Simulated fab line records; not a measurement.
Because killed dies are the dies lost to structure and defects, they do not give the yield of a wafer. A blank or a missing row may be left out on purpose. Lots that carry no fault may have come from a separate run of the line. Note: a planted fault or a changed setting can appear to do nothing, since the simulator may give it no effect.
Matching of chambers || flow n5 finfet || ald sin-02 running N5_BEOL_M1_ALD_98: 4 sister chambers
The step deposits SiO2, target thk 2.5 nm, pulse time 1 s, co reactant pulse time 1 s. 4 wafers are shown with their chamber, then 8 later ones without.

== WAFERS, EACH WITH ITS CHAMBER ==
{"wafer": "L088.1", "chamber": 0, "heater power w (W)": 72}
{"wafer": "L088.6", "chamber": 3, "heater power w (W)": 63}
{"wafer": "L089.4", "chamber": 1, "heater power w (W)": 85}
{"wafer": "L093.1", "chamber": 2, "heater power w (W)": 75}

== WAFERS MISSING THEIR CHAMBER ==
{"wafer": "L093.5", "heater power w (W)": 85}
{"wafer": "L093.6", "heater power w (W)": 71}
{"wafer": "L097.2", "heater power w (W)": 64}
{"wafer": "L097.3", "heater power w (W)": 87}
{"wafer": "L097.4", "heater power w (W)": 70}
{"wafer": "L096.2", "heater power w (W)": 67}
{"wafer": "L096.4", "heater power w (W)": 73}
{"wafer": "L096.6", "heater power w (W)": 71}

== WHICH CHAMBER EACH WENT THROUGH ==
{"wafer": "L093.5", "from the rows above": 1, "in truth": 1}
{"wafer": "L093.6", "from the rows above": "can't be placed: 0 or 2", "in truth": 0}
{"wafer": "L097.2", "from the rows above": 3, "in truth": 3}
{"wafer": "L097.3", "from the rows above": 1, "in truth": 1}
{"wafer": "L097.4", "from the rows above": "can't be placed: 0 or 2", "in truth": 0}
{"wafer": "L096.2", "from the rows above": "can't be placed: 3 or 0", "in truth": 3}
{"wafer": "L096.4", "from the rows above": "can't be placed: 0 or 2", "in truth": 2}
{"wafer": "L096.6", "from the rows above": "can't be placed: 0 or 2", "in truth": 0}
3 of 8 placed correctly. Can't be placed from these rows: 5 (the true chamber is among the candidates in 5). Placed wrongly: 0.
How it was worked out, from the rows above alone: a wafer's distance from a chamber is the root of the sum, over the readings, of the square of ((its reading less the chamber's mean) divided by the reading's scatter). The wafer belongs to the nearest chamber; if the next one is less than 2 further off, it can't be placed. A chamber's mean is the mean of its shown wafers. The scatter: with one shown wafer a chamber, the root of the mean of the squares of how far each hidden wafer lies from its nearest shown one.
